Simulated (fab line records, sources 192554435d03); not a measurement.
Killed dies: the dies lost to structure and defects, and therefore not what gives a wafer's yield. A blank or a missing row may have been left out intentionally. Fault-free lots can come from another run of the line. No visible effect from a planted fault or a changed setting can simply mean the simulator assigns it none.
fab line records	flow n5_finfet
record lots=9	wafers=25	last_day=18
route steps=1938 shown BEOL_M3@1005 BEOL_M4@1037 PASSIVATION@1936
lots with no fault: from the same line, run without faults
start_h: hours from the record's first day to the start of the lot's first wafer shown	wait_h: hours elapsed since this lot's preceding step	" same as the row above	L1.1+2: several wafers, shown together as one row	- no value, or no start was given	* or withheld: withheld	< > ~ a bound
route shown NAME@n: a module of which the file shows steps, and the number in the route of the first	usual: mean and standard deviation over wafers with no fault	same: alike in all rows	chamber/n: place in a boat	sites: each site's reading	_std_site: the standard deviation of these	_edge_site: mean of outer sites minus mean of inner sites	radius_mm: how far each site lies from the wafer's centre	mask NAME#n: copy n	behind: tool/chamber where the wafer was last shaped	hold: why the lot went on hold/how many hours it stayed there/how the hold came to an end	device: which transistor (n, p or np) failed to switch	end of line: tests of these same wafers at the route's end	where a step has no rows: the recipe by itself	killed: count of dies lost to structure and defects at first sort (not the wafer's yield)	map: a wafer's dies, marking killed ones x, the rest . and places with no die _
set.NAME: the setting as run; set.NAME@STEP: as run at that earlier step	model.NAME: the simulator's own value behind a step, which no gauge read
the route's steps for a sample of lots (tables are steps, rows are wafers)
services: from which hour (start_h, from the record's first day; less than 0 if before it) a tool's chamber was out of use, for how many hours, and why
## steps
# step N5_BEOL_M3_ANNEAL_91
# recipe temp_c=400	time_s=240	ambient=vacuum
# usual heater_power_w=812/86
lot.wafer	tool	chamber	start_h	wait_h	heater_power_w
L882.1	pvd_sputter-01	-	148.32	0.0	786
L882.5	"	-	"	"	930
L882.6	"	-	"	"	737
L883.3	pvd_sputter-03	-	156.36	0.0	696
L883.4	"	-	"	"	689
L883.6	"	-	"	"	908
L886.1	pvd_sputter-01	-	177.45	0.0	859
L886.3	"	-	"	"	728
L886.5	"	-	"	"	815
L893.1	pvd_sputter-02	-	238.38	0.0	686
L893.3	"	-	"	"	837
L893.6	"	-	"	"	686
L896.3	pvd_sputter-03	-	242.25	0.0	950
L896.4	"	-	"	"	711
L896.5	"	-	"	"	811
L900.1	pvd_sputter-02	-	275.25	0.0	670
L900.2	"	-	"	"	822
L902.2	pvd_sputter-02	-	286.55	0.0	881
L902.3	"	-	"	"	843
L904.2	pvd_sputter-01	-	292.83	0.0	927
L904.3	"	-	"	"	898
L904.4	"	-	"	"	819
L905.1	pvd_sputter-02	-	301.57	0.0	685
L905.3	"	-	"	"	807
L905.6	"	-	"	"	682
# step N5_BEOL_M3_ANNEAL_95
# recipe temp_c=400	time_s=240	ambient=vacuum
# usual heater_power_w=810/84
lot.wafer	tool	chamber	start_h	wait_h	heater_power_w
L882.1	pvd_sputter-01	-	148.76	0.0	805
L882.5	"	-	"	"	921
L882.6	"	-	"	"	734
L883.3	pvd_sputter-03	-	156.80	0.0	691
L883.4	"	-	"	"	683
L883.6	"	-	"	"	956
L886.1	pvd_sputter-01	-	177.95	0.0	866
L886.3	"	-	"	"	746
L886.5	"	-	"	"	808
L893.1	pvd_sputter-02	-	238.82	0.0	683
L893.3	"	-	"	"	816
L893.6	"	-	"	"	669
L896.3	pvd_sputter-03	-	242.69	0.0	943
L896.4	"	-	"	"	719
L896.5	"	-	"	"	794
L900.1	pvd_sputter-02	-	275.69	0.0	681
L900.2	"	-	"	"	847
L902.2	pvd_sputter-02	-	286.99	0.0	864
L902.3	"	-	"	"	841
L904.2	pvd_sputter-01	-	293.27	0.0	910
L904.3	"	-	"	"	859
L904.4	"	-	"	"	826
L905.1	pvd_sputter-02	-	302.01	0.0	686
L905.3	"	-	"	"	816
L905.6	"	-	"	"	679
# step N5_BEOL_M4_DESCUM_16
# recipe chemistry=O2	time_s=7	source_power_w=50	bias_power_w=20	pressure_mtorr=20	rf_frequency_hz=2.712e+07	temp_c=40	resist=CAR-EUV	o2_flow_sccm=225
# usual bias_power_w=19.99/0.065	drypump_motor_current_A=5.6/0.4	oes_product_au=0.82/0.095	rf_vpp_V=243.8/1.5	showerhead_plenum_p_Torr=2.15/0.081	throttle_valve_pct=20.48/0.27
lot.wafer	tool	chamber	start_h	wait_h	bias_power_w	drypump_motor_current_A	oes_product_au	rf_hours_counter_h	rf_vpp_V	showerhead_plenum_p_Torr	throttle_valve_pct
L882.1	rie_diel-05	1	154.36	0.8	20.01	5.6	0.79	108	242.6	2.05	20.67
L882.5	"	2	"	"	20.04	5.7	0.67	-	242.8	2.07	20.66
L882.6	"	3	"	"	20.15	6.3	0.94	-	240.9	2.08	20.02
L883.3	rie_diel-03	3	162.50	0.1	20.02	5.4	0.80	79	243.3	2.21	20.39
L883.4	"	2	"	"	20.07	6.0	0.89	-	245.1	2.23	20.17
L883.6	"	0	"	"	19.84	5.5	0.74	-	242.6	1.99	20.82
L886.1	rie_diel-03	3	180.97	0.5	20.01	5.4	0.79	87	245.2	2.20	20.39
L886.3	"	1	"	"	19.94	5.0	1.00	0	245.6	2.21	20.15
L886.5	"	3	"	"	20.01	5.4	0.79	-	243.4	2.20	20.40
L893.1	rie_diel-01	3	241.29	0.4	19.98	5.6	0.76	129	243.4	2.11	20.29
L893.3	"	1	"	"	20.14	5.1	0.66	245	244.0	2.15	20.87
L893.6	"	2	"	"	19.98	5.9	0.91	-	245.2	2.27	20.73
L896.3	rie_diel-03	1	246.75	0.0	19.92	5.0	0.90	22	245.6	2.20	20.16
L896.4	"	3	"	"	20.03	5.4	0.77	110	244.0	2.20	20.43
L896.5	"	1	"	"	19.98	5.0	0.90	-	244.4	2.20	20.16
L900.1	rie_diel-03	2	278.09	0.0	20.11	6.0	0.84	74	244.4	2.21	20.25
L900.2	"	1	"	"	19.93	5.0	0.88	31	244.6	2.20	20.19
L902.2	rie_diel-03	1	289.63	0.3	19.99	5.0	0.87	36	246.8	2.20	20.19
L902.3	"	0	"	"	19.95	5.5	0.71	223	244.0	1.97	20.92
L904.2	rie_diel-01	3	297.49	1.5	20.06	5.6	0.73	155	243.0	2.10	20.33
L904.3	"	2	"	"	19.95	5.9	0.88	44	246.6	2.26	20.73
L904.4	"	1	"	"	19.96	5.0	0.96	7	242.7	2.14	20.42
L905.1	rie_diel-01	1	304.91	0.9	19.93	5.0	0.93	11	244.1	2.14	20.41
L905.3	"	3	"	"	19.97	5.6	0.72	159	242.7	2.10	20.33
L905.6	"	3	"	"	20.00	5.6	0.73	-	242.6	2.10	20.34
# step N5_BEOL_M4_ETCH_64
# recipe chemistry=N2/H2	target=SOC	target_depth_a=750	overetch_a=225	mask_material=SiARC	temp_c=40	time_s=121.9	ion_energy_ev=200	pressure_mtorr=30	source_w=840	bias_w=150	n2_flow_sccm=200	h2_flow_sccm=200
# usual drypump_motor_current_A=5.6/0.4	n2_flow_sccm=200.1/0.59	oes_product_au=0.62/0.066	rf_vpp_V=525.4/2.7	showerhead_plenum_p_Torr=2.59/0.094	throttle_valve_pct=17.8/0.38
lot.wafer	tool	chamber	start_h	wait_h	drypump_motor_current_A	n2_flow_sccm	oes_product_au	rf_hours_counter_h	rf_vpp_V	showerhead_plenum_p_Torr	throttle_valve_pct
L882.1	rie_diel-05	1	154.44	0.0	5.6	199.6	0.61	108	520.6	2.44	17.8
L882.5	"	2	"	"	5.8	199.5	0.52	-	523.2	2.49	17.9
L882.6	"	3	"	"	6.3	199.8	0.71	-	522.6	2.46	17.1
L883.3	rie_diel-03	3	162.58	0.0	5.4	200.0	0.62	79	527.1	2.66	17.5
L883.4	"	2	"	"	6.0	200.2	0.68	-	527.7	2.68	17.3
L883.6	"	0	"	"	5.5	201.4	0.55	-	521.6	2.43	18.4
L886.1	rie_diel-03	3	181.05	0.0	5.4	200.0	0.61	87	527.7	2.65	17.5
L886.3	"	1	"	"	5.0	200.5	0.73	0	529.2	2.73	17.7
L886.5	"	3	"	"	5.4	200.4	0.61	-	527.2	2.65	17.5
L893.1	rie_diel-01	3	241.37	0.0	5.6	199.4	0.58	129	523.6	2.54	17.5
L893.3	"	1	"	"	5.0	200.0	0.51	245	524.7	2.62	18.5
L893.6	"	2	"	"	5.9	200.5	0.70	-	527.6	2.69	17.6
L896.3	rie_diel-03	1	246.83	0.0	5.0	201.0	0.67	22	528.6	2.72	17.8
L896.4	"	3	"	"	5.4	200.1	0.60	110	527.8	2.64	17.5
L896.5	"	1	"	"	5.0	199.7	0.68	-	528.6	2.72	17.8
L900.1	rie_diel-03	2	278.17	0.0	6.0	200.3	0.86	74	527.8	2.66	17.4
L900.2	"	1	"	"	5.0	200.7	0.88	31	528.0	2.72	17.8
L902.2	rie_diel-03	1	289.71	0.0	5.0	200.8	0.87	37	529.5	2.71	17.8
L902.3	"	0	"	"	5.5	201.8	0.53	223	520.1	2.41	18.5
L904.2	rie_diel-01	3	297.57	0.0	5.6	200.0	0.56	155	523.6	2.53	17.5
L904.3	"	2	"	"	5.9	200.0	0.67	44	528.0	2.67	17.7
L904.4	"	1	"	"	5.0	199.4	0.72	7	525.8	2.62	18.0
L905.1	rie_diel-01	1	304.99	0.0	5.0	199.2	0.69	11	526.0	2.61	18.0
L905.3	"	3	"	"	5.6	200.2	0.56	159	523.8	2.53	17.5
L905.6	"	3	"	"	5.6	199.6	0.56	-	523.8	2.53	17.5
# step N5_BEOL_M4_CD_MEAS_18
# recipe pitch_nm=36	target_cd_nm=18
# usual cd_nm=18.2/0.43
lot.wafer	tool	chamber	start_h	wait_h	cd_nm
L882.1	cd_sem-03	-	154.86	0.0	18.3
L882.5	"	-	"	"	17.8
L882.6	"	-	"	"	17.6
L883.3	cd_sem-01	-	163.18	0.1	17.2
L883.4	"	-	"	"	17.6
L883.6	"	-	"	"	17.7
L886.1	cd_sem-02	-	181.40	0.0	17.3
L886.3	"	-	"	"	18.0
L886.5	"	-	"	"	17.6
L893.1	cd_sem-02	-	241.72	0.0	18.7
L893.3	"	-	"	"	17.8
L893.6	"	-	"	"	18.6
L896.3	cd_sem-02	-	247.57	0.1	17.9
L896.4	"	-	"	"	17.8
L896.5	"	-	"	"	17.7
L900.1	cd_sem-02	-	278.52	0.0	16.8
L900.2	"	-	"	"	17.0
L902.2	cd_sem-02	-	290.22	0.1	17.0
L902.3	"	-	"	"	17.8
L904.2	cd_sem-01	-	298.19	0.1	18.5
L904.3	"	-	"	"	18.9
L904.4	"	-	"	"	18.8
L905.1	cd_sem-03	-	305.35	0.0	18.0
L905.3	"	-	"	"	18.1
L905.6	"	-	"	"	18.3
# step N5_BEOL_M4_OCD_MEAS_38
# usual trench_depth_nm=55.5/1.4
lot.wafer	tool	chamber	start_h	wait_h	trench_depth_nm
L882.1	ocd-02	-	157.46	-	56.7
L882.5	"	-	"	"	54.9
L882.6	"	-	"	"	54.1
L883.3	ocd-01	-	165.55	-	54.9
L883.4	"	-	"	"	54.6
L883.6	"	-	"	"	54.3
L886.1	ocd-01	-	183.80	-	54.9
L886.3	"	-	"	"	58.5
L886.5	"	-	"	"	57.6
L893.1	ocd-02	-	247.82	-	57.4
L893.3	"	-	"	"	53.8
L893.6	"	-	"	"	57.7
L896.3	ocd-01	-	254.44	-	54.9
L896.4	"	-	"	"	56.4
L896.5	"	-	"	"	55.7
L900.1	ocd-02	-	280.20	-	10.5
L900.2	"	-	"	"	1.3
L902.2	ocd-01	-	306.33	-	4.0
L902.3	"	-	"	"	54.5
L904.2	ocd-01	-	306.70	-	57.4
L904.3	"	-	"	"	53.4
L904.4	"	-	"	"	56.7
L905.1	ocd-02	-	313.26	-	55.9
L905.3	"	-	"	"	57.9
L905.6	"	-	"	"	55.7
# step N5_BEOL_M4_THK_MEAS_53
# recipe thk_meas_gauge=xrf	reads=Cu_of_BEOL_M4_ECD_50
# usual M4_THK=40.2/2
lot.wafer	tool	chamber	start_h	wait_h	M4_THK[nm]
L882.1	film_metro-01	-	163.04	-	39.5
L882.5	"	-	"	"	38.3
L882.6	"	-	"	"	37.7
L883.3	film_metro-01	-	169.44	-	40.2
L883.4	"	-	"	"	39.4
L883.6	"	-	"	"	39.3
L886.1	film_metro-02	-	188.26	-	38.1
L886.3	"	-	"	"	42.6
L886.5	"	-	"	"	40.4
L893.1	film_metro-01	-	251.75	-	41.8
L893.3	"	-	"	"	37.9
L893.6	"	-	"	"	43.8
L896.3	film_metro-02	-	258.56	-	40.1
L896.4	"	-	"	"	42.4
L896.5	"	-	"	"	41.4
L900.1	film_metro-02	-	283.88	-	-
L900.2	"	-	"	"	-
L902.2	film_metro-02	-	310.01	-	-
L902.3	"	-	"	"	38.0
L904.2	film_metro-02	-	311.65	-	40.6
L904.3	"	-	"	"	36.6
L904.4	"	-	"	"	42.6
L905.1	film_metro-01	-	316.81	-	42.2
L905.3	"	-	"	"	41.8
L905.6	"	-	"	"	41.4
# step N5_BEOL_M4_RC_MEAS_101
# usual DIBL_N=37.5/2.5	DIBL_P=38/3.1	IOFF_N=0.19/0.059	IOFF_P=0.24/0.061	ION_N=679/16	ION_P=465/9.8	SS_N=72.0/0.8	SS_P=73.7/0.86	VT_N=248/4.5	VT_P=-249/3.5
lot.wafer	tool	chamber	start_h	wait_h	DIBL_N[mV/V]	DIBL_P[mV/V]	IOFF_N[nA/um]	IOFF_P[nA/um]	ION_N[uA/um]	ION_P[uA/um]	SS_N[mV/dec]	SS_P[mV/dec]	VT_N[mV]	VT_P[mV]
L882.1	prober-02	0	163.35	0.0	34.1	36	0.12	0.20	659	459	70.6	72.8	254	-249
L882.5	"	0	"	"	37.8	37	0.18	0.22	678	466	72.3	73.5	251	-250
L882.6	"	0	"	"	39.7	40	0.23	0.27	679	459	72.7	74.2	248	-245
L883.3	prober-02	0	170.07	0.3	37.3	38	0.18	0.23	677	459	72.0	73.5	250	-250
L883.4	"	0	"	"	37.3	40	0.19	0.27	675	465	72.5	74.2	248	-248
L883.6	"	0	"	"	37.4	38	0.18	0.22	676	460	72.6	73.8	255	-252
L886.1	prober-02	0	188.58	0.0	37.5	38	0.19	0.24	679	463	71.3	73.4	249	-248
L886.3	"	0	"	"	41.0	43	0.31	0.37	711	480	72.8	75.0	238	-242
L886.5	"	0	"	"	37.7	38	0.18	0.25	683	469	72.1	73.4	248	-247
L893.1	prober-02	0	252.06	0.0	39.0	40	0.23	0.28	694	469	71.8	73.5	244	-247
L893.3	"	0	"	"	36.6	38	0.17	0.24	672	463	71.9	73.4	249	-248
L893.6	"	0	"	"	42.2	45	0.37	0.43	714	484	72.8	74.8	238	-242
L896.3	prober-02	0	259.21	0.3	35.8	36	0.13	0.21	659	465	71.9	73.3	256	-249
L896.4	"	0	"	"	36.5	37	0.14	0.21	658	455	71.5	73.3	252	-250
L896.5	"	0	"	"	38.3	38	0.19	0.27	682	471	72.0	74.3	248	-248
L902.3	prober-02	0	310.66	0.3	40.5	38	0.23	0.26	684	465	72.7	73.8	246	-249
L904.2	prober-02	0	312.12	0.2	37.5	39	0.18	0.22	679	466	72.5	73.7	251	-252
L904.3	"	0	"	"	34.7	35	0.13	0.17	673	459	71.5	73.4	254	-252
L904.4	"	0	"	"	37.5	40	0.19	0.26	677	463	72.1	74.5	248	-249
L905.1	prober-02	0	317.13	0.0	36.5	37	0.18	0.22	681	462	72.6	73.0	250	-249
L905.3	"	0	"	"	36.5	39	0.19	0.27	690	476	72.7	74.0	247	-247
L905.6	"	0	"	"	36.0	37	0.15	0.20	677	461	72.3	73.7	253	-253
# step N5_PASSIVATION_PROBE_49
# usual defect_limited_yield=91.0/1.4	killed_at_M0_to_M3=35/10	killed_at_M4_up=14/5.5	killed_at_contacts=13/5.6	killed_at_front_end=41/11	killed_at_other=4/3.4	killed_dies=106/16	killed_on_rim=13/4	killed_open=68/12	killed_short=35/7.3	sort_bin_4_leakage=0.3/2.1	sort_bin_5_function=5.3/0.89	sort_bin_6_memory=3.4/0.67	sort_bin_8_speed=0.01/0.11	sort_n_pass=1070/28	sort_yield_pct=90.7/2.4
# same gross_dies=1180	killed_at_back_side=0
lot.wafer	tool	chamber	start_h	wait_h	defect_limited_yield[%]	killed_at_M0_to_M3	killed_at_M4_up	killed_at_contacts	killed_at_front_end	killed_at_other	killed_dies	killed_on_rim	killed_open	killed_short	sort_bin_4_leakage[%]	sort_bin_5_function[%]	sort_bin_6_memory[%]	sort_bin_8_speed[%]	sort_n_pass	sort_yield_pct[%]
L886.1	prober-02	-	304.63	0.0	91.4	34	18	24	25	1	102	17	65	34	0	5.2	3.3	0	1078	91.4
L886.3	prober-02	-	304.73	0.1	91.0	38	11	14	35	8	106	14	68	37	0.3	5.0	3.4	0	1071	90.8
L886.5	prober-02	-	304.83	0.2	90.8	40	16	9	43	0	108	19	78	28	0	6.2	3.0	0	1072	90.8
L900.1	prober-01	-	398.03	0.0	22.4	21	823	5	60	7	916	143	54	52	0	74.4	2.7	0	264	22.4
L900.2	prober-01	-	398.08	0.1	3.5	28	1060	8	39	4	1139	144	65	32	0	93.1	3.1	0	41	3.5
L902.2	prober-02	-	411.49	0.1	8.1	42	979	17	45	2	1085	133	87	33	0.3	88.2	3.7	0	92	7.8
L902.3	prober-02	-	411.54	0.1	90.4	27	7	14	63	2	113	16	63	40	0	5.3	3.3	0	1067	90.4
# killed by level:class
L886.1 MOL_CONTACT_COAG:geometric_particle:open=19 BEOL_M0_SAQP:geometric_particle:open=7 BEOL_M0_SAQP:geometric_particle:short=7 STI_FIN_REVEAL:geometric_particle:open=6 BEOL_M2:geometric_particle:open=6 BEOL_M4:geometric_particle:open=6 FIN_SAQP:geometric_particle:short=5 FIN_SAQP:geometric_particle:open=4
L886.3 MOL_CONTACT_COAG:geometric_particle:open=11 BEOL_M2:geometric_particle:open=11 FIN_SAQP:geometric_particle:short=9 BEOL_M0_SAQP:geometric_particle:open=8 STI_FIN_REVEAL:geometric_particle:open=7 BEOL_M1:geometric_particle:open=7 BEOL_M2:geometric_particle:short=6 GATE_CUT:geometric_particle:short=5
L886.5 BEOL_M1:geometric_particle:open=14 BEOL_M4:geometric_particle:open=10 MOL_CONTACT_COAG:geometric_particle:open=8 STARTING-WAFER:geometric_particle:open=8 BEOL_M2:geometric_particle:open=8 FIN_SAQP:geometric_particle:open=7 FIN_SAQP:geometric_particle:short=6 STI_FIN_REVEAL:geometric_particle:open=6
L900.1 BEOL_M4:area_etch=810 FIN_SAQP:geometric_particle:short=26 FIN_SAQP:geometric_particle:open=13 BEOL_M0_SAQP:geometric_particle:short=6 MOL_CONTACT_COAG:geometric_particle:open=5 BEOL_M3:geometric_particle:open=4 DUMMY_GATE:geometric_particle:open=4 BEOL_M4:geometric_particle:short=4
L900.2 BEOL_M4:area_etch=1042 BEOL_M0_SAQP:geometric_particle:open=11 FIN_SAQP:geometric_particle:open=9 BEOL_M4:geometric_particle:short=9 STI_FIN_REVEAL:geometric_particle:open=8 GATE_CUT:geometric_particle:open=8 MOL_CONTACT_COAG:geometric_particle:open=7 BEOL_M0_SAQP:geometric_particle:short=7
L902.2 BEOL_M4:area_etch=965 BEOL_M2:geometric_particle:open=15 MOL_CONTACT_COAG:geometric_particle:open=13 BEOL_M3:geometric_particle:open=13 FIN_SAQP:geometric_particle:short=10 FIN_SAQP:geometric_particle:open=8 GATE_CUT:geometric_particle:short=8 BEOL_M1:geometric_particle:open=6
L902.3 FIN_SAQP:geometric_particle:short=18 MOL_CONTACT_COAG:geometric_particle:open=12 BEOL_M3:geometric_particle:open=8 FIN_SAQP:geometric_particle:open=7 STI_FIN_REVEAL:geometric_particle:open=7 HKMG_FIN:area_etch=7 DUMMY_GATE:geometric_particle:open=6 BEOL_M0_SAQP:geometric_particle:open=6
## services
tool	chamber	start_h	hours	kind
pvd_sputter-01	-	133.40	2.5	repair
rie_diel-01	0	141.30	-	clean
rie_diel-01	0	141.30	-	consumable_replace:focus_ring
rie_diel-01	0	141.30	18.6	scheduled_down
rie_diel-01	0	141.30	18.6	vent_cycle
rie_diel-03	1	157.81	-	clean
rie_diel-03	1	157.81	-	consumable_replace:focus_ring
rie_diel-03	1	157.81	-	consumable_replace:showerhead
rie_diel-03	1	157.81	22.6	scheduled_down
rie_diel-03	1	157.81	22.6	vent_cycle
rie_diel-01	2	159.92	-	clean
rie_diel-01	2	159.92	-	consumable_replace:focus_ring
rie_diel-01	2	159.92	-	consumable_replace:showerhead
rie_diel-01	2	159.92	23.7	scheduled_down
rie_diel-01	2	159.92	23.7	vent_cycle
rie_diel-03	0	167.94	1.8	repair
rie_diel-01	3	233.35	4.4	repair
rie_diel-05	2	248.24	5.7	repair
rie_diel-01	1	255.78	-	clean
rie_diel-01	1	255.78	-	consumable_replace:focus_ring
rie_diel-01	1	255.78	26.3	scheduled_down
rie_diel-03	1	260.43	9.6	repair
rie_diel-03	3	273.20	6.0	repair
rie_diel-05	-	280.28	28.1	pm
## key
first_sign step=N5_BEOL_M4_ETCH_64	reading=oes_product_au	direction=up	sigmas=3.7	usual=0.62	struck=0.87
effect step=N5_BEOL_M4_CD_MEAS_18	reading=cd_nm	direction=down	sigmas=2.8	usual=18.2	struck=16.9
effect step=N5_BEOL_M4_OCD_MEAS_38	reading=trench_depth_nm	direction=down	sigmas=36	usual=55.5	struck=5.3
effect step=N5_BEOL_M4_THK_MEAS_53	reading=M4_THK	direction=missing
effect step=N5_PASSIVATION_PROBE_49	reading=killed_at_M4_up	direction=up	sigmas=99+	usual=14	struck=954
more_kills_born_at N5_BEOL_M4_ETCH_64@rie_diel-03=2817
met_at N5_BEOL_M4_ETCH_64
struck_lots L900,L902
struck_wafers L900.1,L900.2,L902.2
later_rows_left_out L900.1,L900.2,L902.2
not_acting_at N5_BEOL_M3_ANNEAL_91,N5_BEOL_M3_ANNEAL_95,N5_BEOL_M4_DESCUM_16
onset_between 246.83 278.17
fault kind=process_parameter_drift	tool=rie_diel-03	chamber=-	onset_h=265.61	steps=N5_BEOL_M4_ETCH_64	channel=time_s	offset=*	shape=step	end_h=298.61	scope=struck_wafers_only	acts_in=*	stated=*
# later_rows_left_out: the simulator's readings of these wafers behind a module that went badly wrong aren't trusted and aren't shown, but for the sort
